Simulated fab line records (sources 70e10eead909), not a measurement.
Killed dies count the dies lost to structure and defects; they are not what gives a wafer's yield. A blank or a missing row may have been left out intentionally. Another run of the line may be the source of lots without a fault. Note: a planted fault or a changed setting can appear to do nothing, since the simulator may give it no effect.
Chamber matching | flow nand-harc | pecvd-03 running NHARC_A_SGD_CUT_DEP_00: 3 sister chambers
The step deposits SiNx, target thk 50 nm. 6 wafers are shown with their chamber, then 9 later ones without.

WAFERS WITH THEIR CHAMBER
wafer  | chamber | heater-power-w (W)
L077.5 | 0       | 680
L084.4 | 2       | 799
L084.6 | 0       | 738
L089.1 | 1       | 803
L089.2 | 2       | 831
L089.6 | 1       | 785

WAFERS WITHOUT THEIR CHAMBER
wafer  | heater-power-w (W)
L091.3 | 781
L091.4 | 695
L091.6 | 773
L093.4 | 769
L093.5 | 843
L093.6 | 715
L095.2 | 658
L095.5 | 677
L095.6 | 839

CHAMBER TAKEN BY EACH
wafer  | from the rows above          | in truth
L091.3 | can't be placed: 1 or 2      | 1
L091.4 | 0                            | 0
L091.6 | can't be placed: 1 or 2 or 0 | 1
L093.4 | can't be placed: 1 or 2 or 0 | 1
L093.5 | can't be placed: 2 or 1      | 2
L093.6 | 0                            | 0
L095.2 | 0                            | 0
L095.5 | 0                            | 0
L095.6 | can't be placed: 2 or 1      | 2
Correct placement for 4 of the 9. Unplaceable from these rows: 5, with the true chamber sitting among the candidates in 5. 0 placed wrongly.
How it was worked out, from the rows above alone: a wafer's distance from a chamber is the root of the sum, over the readings, of the square of ((its reading less the chamber's mean) divided by the reading's scatter). The wafer belongs to the nearest chamber; if the next one is less than 2 further off, it can't be placed. The mean given for a chamber averages the wafers shown for that chamber. The scatter: the root of (the sum of the squares of (reading less its chamber's mean) over the shown wafers, divided by (wafers less chambers)).
